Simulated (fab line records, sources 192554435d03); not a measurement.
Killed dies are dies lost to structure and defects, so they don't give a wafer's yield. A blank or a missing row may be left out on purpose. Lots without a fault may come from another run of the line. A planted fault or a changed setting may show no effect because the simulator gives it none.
Split-lot experiment | flow n5_finfet | 7 lots, 21 wafers read, on a route of 1938 steps

THE SPLIT
At N5_GATE_CUT_ALD_22 (deposits SiNx, target thk 16 nm, pulse time 1 s, ald cycles 320), the setting ald_cycles was moved away from the recipe's 320 on 5 of the 21 wafers read, by -5.0% to +6.9%. The other wafers ran this setting at the recipe's value.

The reading is taken at the split's own step.

THE READING
SiNx_of_GATE_CUT_ALD_22.thk_nm (the simulator's own value, which no gauge read), in nm, at N5_GATE_CUT_ALD_22 (deposits SiNx, target thk 16 nm, pulse time 1 s, ald cycles 320). The file gives no usual value for it. The 16 wafers here that ran the recipe average 16.0 nm, standard deviation 0.11 nm.

wafer  | tool, chamber at the split | ald_cycles as run | against the recipe | SiNx_of_GATE_CUT_ALD_22.thk_nm, nm | against lot-mates on the recipe
L075.1 | ald_sin-04, 1              | 320               | recipe             | 16                                 | -
L075.3 | ald_sin-04, 2              | 320               | recipe             | 16.2                               | -
L075.6 | ald_sin-04, 3              | 320               | recipe             | 15.8                               | -
L078.2 | ald_sin-04, 3,0            | 320               | recipe             | 15.8                               | -
L078.6 | ald_sin-04, 3,0            | 320               | recipe             | 15.8                               | -
L078.3 | ald_sin-04, 1              | 320               | recipe             | 16                                 | -
L080.3 | ald_sin-02, 1              | 304               | -5.0%              | 15.2                               | -0.8
L080.5 | ald_sin-02, 2,3            | 320               | recipe             | 16                                 | -
L080.6 | ald_sin-02, 2,3            | 320               | recipe             | 16                                 | -
L081.4 | ald_sin-04, 2              | 334               | +4.4%              | 16.8                               | +0.8
L081.5 | ald_sin-04, 1,0            | 320               | recipe             | 16                                 | -
L081.6 | ald_sin-04, 1,0            | 320               | recipe             | 16                                 | -
L082.2 | ald_sin-02, 3              | 341               | +6.6%              | 17                                 | +0.9
L082.3 | ald_sin-02, 0              | 320               | recipe             | 16.2                               | -
L082.6 | ald_sin-02, 1              | 320               | recipe             | 16                                 | -
L084.1 | ald_sin-02, 0,2,3          | 320               | recipe             | 16                                 | -
L084.3 | ald_sin-02, 0,2,3          | 320               | recipe             | 16                                 | -
L084.4 | ald_sin-02, 0,2,3          | 320               | recipe             | 16                                 | -
L091.2 | ald_sin-01, 3              | 320               | recipe             | 16                                 | -
L091.5 | ald_sin-01, 3              | 342               | +6.9%              | 17.2                               | +1.2
L091.6 | ald_sin-01, 2              | 342               | +6.9%              | 17                                 | +1.0
Where a row lists several chambers, the file gives one row for several wafers and doesn't say which wafer went through which chamber.

THE FIT
A straight line over all 21 wafers: SiNx_of_GATE_CUT_ALD_22.thk_nm changes by +0.162 nm for each +1% of ald_cycles; r = +0.97; the points scatter about the line by 0.11 nm.
The same after taking each lot's own level away (the mean of its wafers on the recipe; 21 wafers): +0.157 nm for each +1%; r = +0.98; scatter 0.097 nm.
On that fit, the largest move of ald_cycles shifts the reading by 1.1 nm.
The lots' own levels span 15.87 to 16.10 nm, that is 2.1 times the standard deviation above.
So the lot-to-lot level changes the slope little: the two slopes agree.
Check: with one of the wafers moved furthest among these (+6.9%) left out of the fit, the line predicts +1.04 nm for it against its lot-mates. It came out at +1.2 nm against them.

OTHER SPLITS ON THESE WAFERS
These wafers also went through other splits before the reading. Each is held against what the fit with the lots' levels taken away leaves over:
other split on the same wafers          | wafers away from the commonest value | r with SiNx_of_GATE_CUT_ALD_22.thk_nm (lot level and that fit taken away)
N5_ZERO_LAYER_COAT_05 spin_rpm          | 8                                    | -0.31
N5_ZERO_LAYER_DEVELOP_10 develop_time_s | 7                                    | -0.19
N5_DUMMY_GATE_COAT_28 spin_rpm          | 8                                    | -0.10
N5_DUMMY_GATE_COAT_09 spin_rpm          | 9                                    | +0.14
N5_SD_EPI_N_COAT_33 spin_rpm            | 9                                    | -0.01
N5_SD_EPI_N_DEVELOP_08 develop_time_s   | 7                                    | -0.26
N5_HKMG_FIN_EXPOSE_46 dose_mj           | 7                                    | -0.22

THE FILE'S OWN FIT
SiNx_of_GATE_CUT_ALD_22.thk_nm changes by +0.156 nm for each +1% of ald_cycles, r = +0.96.
